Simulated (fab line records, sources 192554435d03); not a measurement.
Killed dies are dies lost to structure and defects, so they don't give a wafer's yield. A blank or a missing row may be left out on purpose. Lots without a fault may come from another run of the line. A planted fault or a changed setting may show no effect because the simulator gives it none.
Which tool did it? | flow n5_finfet | 14 lots, 42 wafers sampled, at 1 step of a route of 1938

WHAT THE GAUGES READ, wafer by wafer
N5_BEOL_M8_CD_MEAS_11: target cd 38.5 nm.
lot  | measured     | on        | cd_nm (nm)
L548 | day 9 01:19  | cd_sem-02 | 39.9 39.8 38.7
L549 | day 9 12:37  | cd_sem-01 | 38.7 38.7 38.2
L550 | day 10 05:45 | cd_sem-03 | 39.1 38.9 39.1
L552 | day 11 02:04 | cd_sem-01 | 38.7 39.2 39.4
L551 | day 11 02:14 | cd_sem-03 | 38.7 38.7 39.5
L553 | day 11 02:32 | cd_sem-02 | 38.3 38.4 38.2
L556 | day 11 02:43 | cd_sem-01 | 37.7 38.0 37.3
L555 | day 11 12:46 | cd_sem-02 | 38.8 39.9 39.2
L561 | day 13 06:19 | cd_sem-01 | 38.2 38.2 38.2
L563 | day 13 19:01 | cd_sem-01 | 39.2 38.0 38.6
L568 | day 14 19:12 | cd_sem-02 | 39.2 38.4 38.9
L569 | day 15 00:43 | cd_sem-03 | 38.6 39.1 39.2
L570 | day 15 10:07 | cd_sem-01 | 38.7 39.1 38.3
L571 | day 15 13:48 | cd_sem-01 | 38.6 39.3 38.1

WHICH TOOL RAN EACH LOT (tool, then ch and the chambers of the sampled wafers, then the start)
The record holds no process step before these readings.

WHAT THE TOOLS THEMSELVES READ (means of the sampled wafers that have a number; where no wafer has one, the mark that the record gives instead)
The record holds no such reading with a usual standard deviation.

THE ANSWER, worked out from the rows above alone
Rule: what is usual is taken from the lots themselves. Put in order of their means at a reading, lots are off if they are a third of the lots or fewer, leave a main group of 4 or more, and stand apart from it by a gap of 3 or more times the standard deviation of the main group's means; of several such gaps the widest counts. A main group whose means are all the same, to the digits that the tables above print for the reading, isn't used. A lot without any number at a reading at which 4 lots or more have one is off too. The other lots that the step has rows for count as sound. The gauges are gone through in route order, then the tools' own readings, and for those a lot's mean is taken as printed above. The first step at which some lot is off is used, and at that step the reading that is off furthest; a lot without a number counts as furthest.
No lot is off at any reading shown: from this, nothing can be told.

WHAT THE SIMULATOR HAD PUT IN
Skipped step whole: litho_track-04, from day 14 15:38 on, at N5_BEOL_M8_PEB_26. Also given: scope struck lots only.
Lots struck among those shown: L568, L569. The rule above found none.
